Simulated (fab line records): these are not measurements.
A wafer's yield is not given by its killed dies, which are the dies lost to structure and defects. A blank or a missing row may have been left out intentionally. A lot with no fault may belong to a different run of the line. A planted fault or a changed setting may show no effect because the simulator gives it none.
fab line records / flow n5-finfet / part 2 of 2: steps 26 to 33 of 33
[record] lots = 5 wafers = 15 last-day = 16
route steps=1938 shown BEOL_M14@1731
lots untouched by any fault: they come from a run of this same line in which no faults occurred
start-h: hours from the record's opening day to when the first of the lot's shown wafers began / wait-h: how many hours have passed since the lot's step before this one / " as in the row above / L1.1+2: one row covering several wafers at once / - no value, or no start was given / * or withheld: withheld / < > ~ a bound
route shown NAME@n: NAME is a module with steps in the file, n the number in the route of the first one / usual: mean/standard deviation of fault-free wafers / same: alike in all rows / chamber/n: place in a boat / sites: the reading at each site / _std_site: standard deviation of those values / _edge_site: the outer-site mean with the inner-site mean subtracted / radius-mm: how far each site lies from the wafer's centre / mask NAME#n: copy n / behind: the most recent tool/chamber to have shaped the wafer / hold: reason for holding the lot/hours on hold/outcome of the hold / device: transistor that didn't switch, given as n, p or np / end of line: the tests these same wafers got at the end of their route / for a step that has no rows: nothing shown but its recipe / killed: at the first sort, the dies lost to defects and structure; wafer yield is something else / map: shows each die of a wafer: x if killed, . if not, _ if none is there
set.NAME: the setting as run; set.NAME@STEP: as run at that earlier step / model.NAME: the simulator's own value behind a step, which no gauge read
lots at some steps of the route; a table a step, a row a wafer
services: the hour from which a tool's chamber was out of use, counted from the record's first day as start-h (under 0 if before that day), plus the number of hours and why
[[steps]]
[step N5_BEOL_M14_STRIP_37]
[recipe] chemistry = O2 power-w = 600 temp-c = 60 pressure-mtorr = 30 rf-frequency-hz = 6e+07 bias-power-w = 0 overash-fraction = 0.3 o2-flow-sccm = 225
[usual] drypump-motor-current-A = 5.64/0.3 oes-product-au = 0.80/0.07 rf-vpp-V = 3.8/1.1 showerhead-plenum-p-Torr = 2.09/0.078 throttle-valve-pct = 16.61/0.26
lot.wafer=L077.2 tool=rie-diel-06 chamber=0 start-h=278.90 wait-h=2.3 drypump-motor-current-A=5.69 oes-product-au=0.71 rf-hours-counter-h=196 rf-vpp-V=2.5 showerhead-plenum-p-Torr=1.99 throttle-valve-pct=17.12
lot.wafer=L077.3 tool=rie-diel-06 chamber=1 start-h=278.90 wait-h=2.3 drypump-motor-current-A=5.98 oes-product-au=0.86 rf-hours-counter-h=85 rf-vpp-V=6.3 showerhead-plenum-p-Torr=2.21 throttle-valve-pct=16.42
lot.wafer=L077.6 tool=rie-diel-06 chamber=3 start-h=278.90 wait-h=2.3 drypump-motor-current-A=5.23 oes-product-au=0.82 rf-hours-counter-h=- rf-vpp-V=3.6 showerhead-plenum-p-Torr=2.01 throttle-valve-pct=16.89
lot.wafer=L080.1 tool=rie-diel-06 chamber=0 start-h=289.59 wait-h=1.4 drypump-motor-current-A=5.71 oes-product-au=0.70 rf-hours-counter-h=199 rf-vpp-V=2.7 showerhead-plenum-p-Torr=1.99 throttle-valve-pct=17.08
lot.wafer=L080.4 tool=rie-diel-06 chamber=2 start-h=289.59 wait-h=1.4 drypump-motor-current-A=5.12 oes-product-au=0.83 rf-hours-counter-h=- rf-vpp-V=4.1 showerhead-plenum-p-Torr=2.13 throttle-valve-pct=16.73
lot.wafer=L080.5 tool=rie-diel-06 chamber=0 start-h=289.59 wait-h=1.4 drypump-motor-current-A=5.70 oes-product-au=0.71 rf-hours-counter-h=- rf-vpp-V=2.4 showerhead-plenum-p-Torr=1.99 throttle-valve-pct=17.09
lot.wafer=L081.1 tool=rie-diel-01 chamber=0 start-h=296.01 wait-h=2.7 drypump-motor-current-A=5.70 oes-product-au=0.79 rf-hours-counter-h=95 rf-vpp-V=3.4 showerhead-plenum-p-Torr=2.03 throttle-valve-pct=16.78
lot.wafer=L081.4 tool=rie-diel-01 chamber=3 start-h=296.01 wait-h=2.7 drypump-motor-current-A=5.51 oes-product-au=0.89 rf-hours-counter-h=37 rf-vpp-V=3.5 showerhead-plenum-p-Torr=2.23 throttle-valve-pct=16.29
lot.wafer=L081.6 tool=rie-diel-01 chamber=0 start-h=296.01 wait-h=2.7 drypump-motor-current-A=5.68 oes-product-au=0.78 rf-hours-counter-h=- rf-vpp-V=6.4 showerhead-plenum-p-Torr=2.03 throttle-valve-pct=16.77
lot.wafer=L082.1 tool=rie-diel-01 chamber=2 start-h=303.86 wait-h=3.1 drypump-motor-current-A=5.84 oes-product-au=0.73 rf-hours-counter-h=175 rf-vpp-V=4.5 showerhead-plenum-p-Torr=2.04 throttle-valve-pct=16.76
lot.wafer=L082.5 tool=rie-diel-01 chamber=0 start-h=303.86 wait-h=3.1 drypump-motor-current-A=5.70 oes-product-au=0.79 rf-hours-counter-h=- rf-vpp-V=6.9 showerhead-plenum-p-Torr=2.03 throttle-valve-pct=16.78
lot.wafer=L082.6 tool=rie-diel-01 chamber=1 start-h=303.86 wait-h=3.1 drypump-motor-current-A=5.52 oes-product-au=0.87 rf-hours-counter-h=- rf-vpp-V=1.5 showerhead-plenum-p-Torr=2.12 throttle-valve-pct=16.40
lot.wafer=L093.2 tool=rie-diel-01 chamber=2 start-h=374.27 wait-h=0.9 drypump-motor-current-A=5.85 oes-product-au=0.71 rf-hours-counter-h=197 rf-vpp-V=2.7 showerhead-plenum-p-Torr=2.03 throttle-valve-pct=16.80
lot.wafer=L093.5 tool=rie-diel-01 chamber=2 start-h=374.27 wait-h=0.9 drypump-motor-current-A=5.84 oes-product-au=0.71 rf-hours-counter-h=- rf-vpp-V=5.2 showerhead-plenum-p-Torr=2.03 throttle-valve-pct=16.80
lot.wafer=L093.6 tool=rie-diel-01 chamber=1 start-h=374.27 wait-h=0.9 drypump-motor-current-A=5.53 oes-product-au=0.84 rf-hours-counter-h=- rf-vpp-V=2.9 showerhead-plenum-p-Torr=2.11 throttle-valve-pct=16.39
[step N5_BEOL_M14_ETCH_38]
[recipe] chemistry = CF4/N2 target = SiCN target-depth-a = 1065 taper-deg = 2 time-s = 120.6 ion-energy-ev = 150 mask-material = SiO2 pressure-mtorr = 40 source-w = 430 bias-w = 70 Ar_flow_sccm = 100 cf4-flow-sccm = 60 n2-flow-sccm = 60
[usual] drypump-motor-current-A = 5.64/0.29 oes-product-au = 0.81/0.075 rf-vpp-V = 382.2/2 showerhead-plenum-p-Torr = 2.20/0.081 throttle-valve-pct = 15.37/0.26
lot.wafer=L077.2 tool=rie-diel-06 chamber=0 start-h=- wait-h=- drypump-motor-current-A=5.70 oes-product-au=0.71 rf-hours-counter-h=196 rf-vpp-V=380.1 showerhead-plenum-p-Torr=2.09 throttle-valve-pct=15.78
lot.wafer=L077.3 tool=rie-diel-06 chamber=1 start-h=- wait-h=- drypump-motor-current-A=5.97 oes-product-au=0.86 rf-hours-counter-h=85 rf-vpp-V=385.0 showerhead-plenum-p-Torr=2.34 throttle-valve-pct=15.21
lot.wafer=L077.6 tool=rie-diel-06 chamber=3 start-h=- wait-h=- drypump-motor-current-A=5.27 oes-product-au=0.79 rf-hours-counter-h=- rf-vpp-V=382.4 showerhead-plenum-p-Torr=2.15 throttle-valve-pct=15.81
lot.wafer=L080.1 tool=rie-diel-06 chamber=0 start-h=- wait-h=- drypump-motor-current-A=5.71 oes-product-au=0.70 rf-hours-counter-h=199 rf-vpp-V=380.0 showerhead-plenum-p-Torr=2.09 throttle-valve-pct=15.78
lot.wafer=L080.4 tool=rie-diel-06 chamber=2 start-h=- wait-h=- drypump-motor-current-A=5.11 oes-product-au=0.84 rf-hours-counter-h=- rf-vpp-V=382.1 showerhead-plenum-p-Torr=2.23 throttle-valve-pct=15.38
lot.wafer=L080.5 tool=rie-diel-06 chamber=0 start-h=- wait-h=- drypump-motor-current-A=5.70 oes-product-au=0.72 rf-hours-counter-h=- rf-vpp-V=380.3 showerhead-plenum-p-Torr=2.09 throttle-valve-pct=15.78
lot.wafer=L081.1 tool=rie-diel-01 chamber=0 start-h=- wait-h=- drypump-motor-current-A=5.70 oes-product-au=0.82 rf-hours-counter-h=95 rf-vpp-V=379.9 showerhead-plenum-p-Torr=2.15 throttle-valve-pct=15.54
lot.wafer=L081.4 tool=rie-diel-01 chamber=3 start-h=- wait-h=- drypump-motor-current-A=5.55 oes-product-au=0.91 rf-hours-counter-h=37 rf-vpp-V=384.9 showerhead-plenum-p-Torr=2.33 throttle-valve-pct=14.95
lot.wafer=L081.6 tool=rie-diel-01 chamber=0 start-h=- wait-h=- drypump-motor-current-A=5.71 oes-product-au=0.83 rf-hours-counter-h=- rf-vpp-V=380.8 showerhead-plenum-p-Torr=2.15 throttle-valve-pct=15.55
lot.wafer=L082.1 tool=rie-diel-01 chamber=2 start-h=- wait-h=- drypump-motor-current-A=5.84 oes-product-au=0.72 rf-hours-counter-h=175 rf-vpp-V=380.2 showerhead-plenum-p-Torr=2.11 throttle-valve-pct=15.35
lot.wafer=L082.5 tool=rie-diel-01 chamber=0 start-h=- wait-h=- drypump-motor-current-A=5.77 oes-product-au=0.82 rf-hours-counter-h=- rf-vpp-V=381.1 showerhead-plenum-p-Torr=2.15 throttle-valve-pct=15.55
lot.wafer=L082.6 tool=rie-diel-01 chamber=1 start-h=- wait-h=- drypump-motor-current-A=5.53 oes-product-au=0.89 rf-hours-counter-h=- rf-vpp-V=384.2 showerhead-plenum-p-Torr=2.23 throttle-valve-pct=15.13
lot.wafer=L093.2 tool=rie-diel-01 chamber=2 start-h=- wait-h=- drypump-motor-current-A=5.85 oes-product-au=0.70 rf-hours-counter-h=197 rf-vpp-V=379.4 showerhead-plenum-p-Torr=2.11 throttle-valve-pct=15.37
lot.wafer=L093.5 tool=rie-diel-01 chamber=2 start-h=- wait-h=- drypump-motor-current-A=5.86 oes-product-au=0.71 rf-hours-counter-h=- rf-vpp-V=379.4 showerhead-plenum-p-Torr=2.11 throttle-valve-pct=15.37
lot.wafer=L093.6 tool=rie-diel-01 chamber=1 start-h=- wait-h=- drypump-motor-current-A=5.53 oes-product-au=0.84 rf-hours-counter-h=- rf-vpp-V=383.0 showerhead-plenum-p-Torr=2.22 throttle-valve-pct=15.16
[step N5_BEOL_M14_PRECLEAN_39]
[recipe] chemistry = residue-remover time-s = 60 temp-c = 40
lot.wafer=L077.2+3+6 tool=wet-bench-03 chamber=4,0,5 start-h=279.11 wait-h=-
lot.wafer=L080.1+4+5 tool=wet-bench-03 chamber=7,0,4 start-h=289.79 wait-h=-
lot.wafer=L081.1+4+6 tool=wet-bench-05 chamber=4,0,2 start-h=296.22 wait-h=-
lot.wafer=L082.1+5+6 tool=wet-bench-04 chamber=3,5,6 start-h=304.06 wait-h=-
lot.wafer=L093.2+5+6 tool=wet-bench-04 chamber=7,1,6 start-h=374.57 wait-h=-
[step N5_BEOL_M14_SRD_40]
[recipe] time-s = 30 temp-c = 23 rinse-liquid = diw dry = n2-spin spin-rpm = 1500 dry-time-s = 30
lot.wafer=L077.2+3+6 tool=wet-bench-03 chamber=4,0,5 start-h=279.13 wait-h=0.0
lot.wafer=L080.1+4+5 tool=wet-bench-03 chamber=7,0,4 start-h=289.80 wait-h=0.0
lot.wafer=L081.1+4+6 tool=wet-bench-05 chamber=4,0,2 start-h=296.24 wait-h=0.0
lot.wafer=L082.1+5+6 tool=wet-bench-04 chamber=3,5,6 start-h=304.08 wait-h=0.0
lot.wafer=L093.2+5+6 tool=wet-bench-04 chamber=7,1,6 start-h=374.59 wait-h=0.0
[step N5_BEOL_M14_DEGAS_41]
[recipe] ambient = vacuum temp-c = 300 time-s = 60
[usual] heater-power-w = 476/68
lot.wafer=L077.2 tool=pvd-sputter-03 chamber=- start-h=279.57 wait-h=0.4 heater-power-w=488
lot.wafer=L077.3 tool=pvd-sputter-03 chamber=- start-h=279.57 wait-h=0.4 heater-power-w=488
lot.wafer=L077.6 tool=pvd-sputter-03 chamber=- start-h=279.57 wait-h=0.4 heater-power-w=486
lot.wafer=L080.1 tool=pvd-sputter-02 chamber=- start-h=289.90 wait-h=0.1 heater-power-w=418
lot.wafer=L080.4 tool=pvd-sputter-02 chamber=- start-h=289.90 wait-h=0.1 heater-power-w=644
lot.wafer=L080.5 tool=pvd-sputter-02 chamber=- start-h=289.90 wait-h=0.1 heater-power-w=421
lot.wafer=L081.1 tool=pvd-sputter-02 chamber=- start-h=296.46 wait-h=0.2 heater-power-w=640
lot.wafer=L081.4 tool=pvd-sputter-02 chamber=- start-h=296.46 wait-h=0.2 heater-power-w=433
lot.wafer=L081.6 tool=pvd-sputter-02 chamber=- start-h=296.46 wait-h=0.2 heater-power-w=435
lot.wafer=L082.1 tool=pvd-sputter-03 chamber=- start-h=304.37 wait-h=0.3 heater-power-w=422
lot.wafer=L082.5 tool=pvd-sputter-03 chamber=- start-h=304.37 wait-h=0.3 heater-power-w=483
lot.wafer=L082.6 tool=pvd-sputter-03 chamber=- start-h=304.37 wait-h=0.3 heater-power-w=509
lot.wafer=L093.2 tool=pvd-sputter-02 chamber=- start-h=374.92 wait-h=0.3 heater-power-w=423
lot.wafer=L093.5 tool=pvd-sputter-02 chamber=- start-h=374.92 wait-h=0.3 heater-power-w=440
lot.wafer=L093.6 tool=pvd-sputter-02 chamber=- start-h=374.92 wait-h=0.3 heater-power-w=425
[step N5_BEOL_M14_PRE_CLEAN_42]
[recipe] gas = H2/He time-s = 30 temp-c = 300
[usual] heater-power-w = 477/68
lot.wafer=L077.2 tool=pvd-sputter-03 chamber=- start-h=279.61 wait-h=0.0 heater-power-w=491
lot.wafer=L077.3 tool=pvd-sputter-03 chamber=- start-h=279.61 wait-h=0.0 heater-power-w=498
lot.wafer=L077.6 tool=pvd-sputter-03 chamber=- start-h=279.61 wait-h=0.0 heater-power-w=482
lot.wafer=L080.1 tool=pvd-sputter-02 chamber=- start-h=289.94 wait-h=0.0 heater-power-w=426
lot.wafer=L080.4 tool=pvd-sputter-02 chamber=- start-h=289.94 wait-h=0.0 heater-power-w=631
lot.wafer=L080.5 tool=pvd-sputter-02 chamber=- start-h=289.94 wait-h=0.0 heater-power-w=418
lot.wafer=L081.1 tool=pvd-sputter-02 chamber=- start-h=296.50 wait-h=0.0 heater-power-w=648
lot.wafer=L081.4 tool=pvd-sputter-02 chamber=- start-h=296.50 wait-h=0.0 heater-power-w=438
lot.wafer=L081.6 tool=pvd-sputter-02 chamber=- start-h=296.50 wait-h=0.0 heater-power-w=444
lot.wafer=L082.1 tool=pvd-sputter-03 chamber=- start-h=304.41 wait-h=0.0 heater-power-w=425
lot.wafer=L082.5 tool=pvd-sputter-03 chamber=- start-h=304.41 wait-h=0.0 heater-power-w=492
lot.wafer=L082.6 tool=pvd-sputter-03 chamber=- start-h=304.41 wait-h=0.0 heater-power-w=498
lot.wafer=L093.2 tool=pvd-sputter-02 chamber=- start-h=374.96 wait-h=0.0 heater-power-w=429
lot.wafer=L093.5 tool=pvd-sputter-02 chamber=- start-h=374.96 wait-h=0.0 heater-power-w=442
lot.wafer=L093.6 tool=pvd-sputter-02 chamber=- start-h=374.96 wait-h=0.0 heater-power-w=415
[step N5_BEOL_M14_SPUTTER_43]
[recipe] material = TaN target-thk-a = 150 temp-c = 50 bias-v = 168.6 power-w = 15000 chamber-pressure-pa = 0.12 time-s = 24.19
[usual] chamber-pressure-pa = 0.12/0.00025 throttle-valve-pct = 29.4/1.1
lot.wafer=L077.2 tool=pvd-sputter-03 chamber=- start-h=279.65 wait-h=0.0 chamber-pressure-pa=0.12017 throttle-valve-pct=29.5
lot.wafer=L077.3 tool=pvd-sputter-03 chamber=- start-h=279.65 wait-h=0.0 chamber-pressure-pa=0.12003 throttle-valve-pct=31.8
lot.wafer=L077.6 tool=pvd-sputter-03 chamber=- start-h=279.65 wait-h=0.0 chamber-pressure-pa=0.12018 throttle-valve-pct=29.4
lot.wafer=L080.1 tool=pvd-sputter-02 chamber=- start-h=289.98 wait-h=0.0 chamber-pressure-pa=0.12111 throttle-valve-pct=29.0
lot.wafer=L080.4 tool=pvd-sputter-02 chamber=- start-h=289.98 wait-h=0.0 chamber-pressure-pa=0.12016 throttle-valve-pct=28.0
lot.wafer=L080.5 tool=pvd-sputter-02 chamber=- start-h=289.98 wait-h=0.0 chamber-pressure-pa=0.12016 throttle-valve-pct=29.0
lot.wafer=L081.1 tool=pvd-sputter-02 chamber=- start-h=296.54 wait-h=0.0 chamber-pressure-pa=0.12006 throttle-valve-pct=28.3
lot.wafer=L081.4 tool=pvd-sputter-02 chamber=- start-h=296.54 wait-h=0.0 chamber-pressure-pa=0.1197 throttle-valve-pct=30.6
lot.wafer=L081.6 tool=pvd-sputter-02 chamber=- start-h=296.54 wait-h=0.0 chamber-pressure-pa=0.11963 throttle-valve-pct=30.6
lot.wafer=L082.1 tool=pvd-sputter-03 chamber=- start-h=304.45 wait-h=0.0 chamber-pressure-pa=0.11992 throttle-valve-pct=28.9
lot.wafer=L082.5 tool=pvd-sputter-03 chamber=- start-h=304.45 wait-h=0.0 chamber-pressure-pa=0.12003 throttle-valve-pct=29.1
lot.wafer=L082.6 tool=pvd-sputter-03 chamber=- start-h=304.45 wait-h=0.0 chamber-pressure-pa=0.12017 throttle-valve-pct=31.9
lot.wafer=L093.2 tool=pvd-sputter-02 chamber=- start-h=375.00 wait-h=0.0 chamber-pressure-pa=0.12001 throttle-valve-pct=28.9
lot.wafer=L093.5 tool=pvd-sputter-02 chamber=- start-h=375.00 wait-h=0.0 chamber-pressure-pa=0.12045 throttle-valve-pct=30.9
lot.wafer=L093.6 tool=pvd-sputter-02 chamber=- start-h=375.00 wait-h=0.0 chamber-pressure-pa=0.12031 throttle-valve-pct=28.7
[step N5_BEOL_M14_SPUTTER_44]
[recipe] material = Ta target-thk-a = 150 temp-c = 50 bias-v = 80 power-w = 15000 chamber-pressure-pa = 0.07 time-s = 24.19
[usual] chamber-pressure-pa = 0.07/0.00013 throttle-valve-pct = 29.4/1.1
lot.wafer=L077.2 tool=pvd-sputter-03 chamber=- start-h=279.73 wait-h=0.0 chamber-pressure-pa=0.06981 throttle-valve-pct=29.7
lot.wafer=L077.3 tool=pvd-sputter-03 chamber=- start-h=279.73 wait-h=0.0 chamber-pressure-pa=0.07 throttle-valve-pct=31.6
lot.wafer=L077.6 tool=pvd-sputter-03 chamber=- start-h=279.73 wait-h=0.0 chamber-pressure-pa=0.07015 throttle-valve-pct=29.4
lot.wafer=L080.1 tool=pvd-sputter-02 chamber=- start-h=290.06 wait-h=0.0 chamber-pressure-pa=0.07021 throttle-valve-pct=28.9
lot.wafer=L080.4 tool=pvd-sputter-02 chamber=- start-h=290.06 wait-h=0.0 chamber-pressure-pa=0.0698 throttle-valve-pct=28.2
lot.wafer=L080.5 tool=pvd-sputter-02 chamber=- start-h=290.06 wait-h=0.0 chamber-pressure-pa=0.07005 throttle-valve-pct=28.9
lot.wafer=L081.1 tool=pvd-sputter-02 chamber=- start-h=296.62 wait-h=0.0 chamber-pressure-pa=0.06991 throttle-valve-pct=28.2
lot.wafer=L081.4 tool=pvd-sputter-02 chamber=- start-h=296.62 wait-h=0.0 chamber-pressure-pa=0.06989 throttle-valve-pct=30.7
lot.wafer=L081.6 tool=pvd-sputter-02 chamber=- start-h=296.62 wait-h=0.0 chamber-pressure-pa=0.06985 throttle-valve-pct=30.7
lot.wafer=L082.1 tool=pvd-sputter-03 chamber=- start-h=304.53 wait-h=0.0 chamber-pressure-pa=0.0701 throttle-valve-pct=29.0
lot.wafer=L082.5 tool=pvd-sputter-03 chamber=- start-h=304.53 wait-h=0.0 chamber-pressure-pa=0.07001 throttle-valve-pct=29.3
lot.wafer=L082.6 tool=pvd-sputter-03 chamber=- start-h=304.53 wait-h=0.0 chamber-pressure-pa=0.06995 throttle-valve-pct=31.9
lot.wafer=L093.2 tool=pvd-sputter-02 chamber=- start-h=375.08 wait-h=0.0 chamber-pressure-pa=0.07009 throttle-valve-pct=28.9
lot.wafer=L093.5 tool=pvd-sputter-02 chamber=- start-h=375.08 wait-h=0.0 chamber-pressure-pa=0.06979 throttle-valve-pct=30.6
lot.wafer=L093.6 tool=pvd-sputter-02 chamber=- start-h=375.08 wait-h=0.0 chamber-pressure-pa=0.06983 throttle-valve-pct=28.7
[[services]]
tool=krf-scanner-01 chamber=- start-h=252.82 hours=1.3 kind=pm
tool=krf-scanner-02 chamber=- start-h=280.23 hours=0.2 kind=repair
tool=rie-diel-06 chamber=1 start-h=284.61 hours=7.2 kind=repair
tool=krf-scanner-02 chamber=- start-h=284.88 hours=3.6 kind=pm
tool=krf-scanner-01 chamber=0 start-h=294.41 hours=- kind=calibration
tool=krf-scanner-01 chamber=- start-h=301.94 hours=0.6 kind=repair
tool=wet-bench-04 chamber=- start-h=302.40 hours=0.8 kind=repair
tool=rie-diel-06 chamber=0 start-h=306.58 hours=3.3 kind=repair
tool=wet-bench-05 chamber=- start-h=315.91 hours=4.8 kind=repair
tool=krf-scanner-01 chamber=- start-h=324.23 hours=1.0 kind=pm
tool=rie-diel-02 chamber=- start-h=325.71 hours=1.2 kind=repair
tool=krf-scanner-02 chamber=- start-h=332.97 hours=1.3 kind=pm
tool=rie-diel-02 chamber=0 start-h=334.02 hours=2.4 kind=repair
tool=rie-diel-06 chamber=0 start-h=342.52 hours=8.6 kind=repair
tool=pvd-sputter-02 chamber=- start-h=349.46 hours=4.3 kind=repair
tool=krf-scanner-01 chamber=- start-h=362.89 hours=0.8 kind=pm
tool=rie-diel-02 chamber=1 start-h=365.64 hours=5.6 kind=repair
tool=rie-diel-02 chamber=3 start-h=371.26 hours=- kind=clean
tool=rie-diel-02 chamber=3 start-h=371.26 hours=- kind=consumable-replace:focus-ring
tool=rie-diel-02 chamber=3 start-h=371.26 hours=18.0 kind=scheduled-down
tool=rie-diel-02 chamber=3 start-h=371.26 hours=18.0 kind=vent-cycle
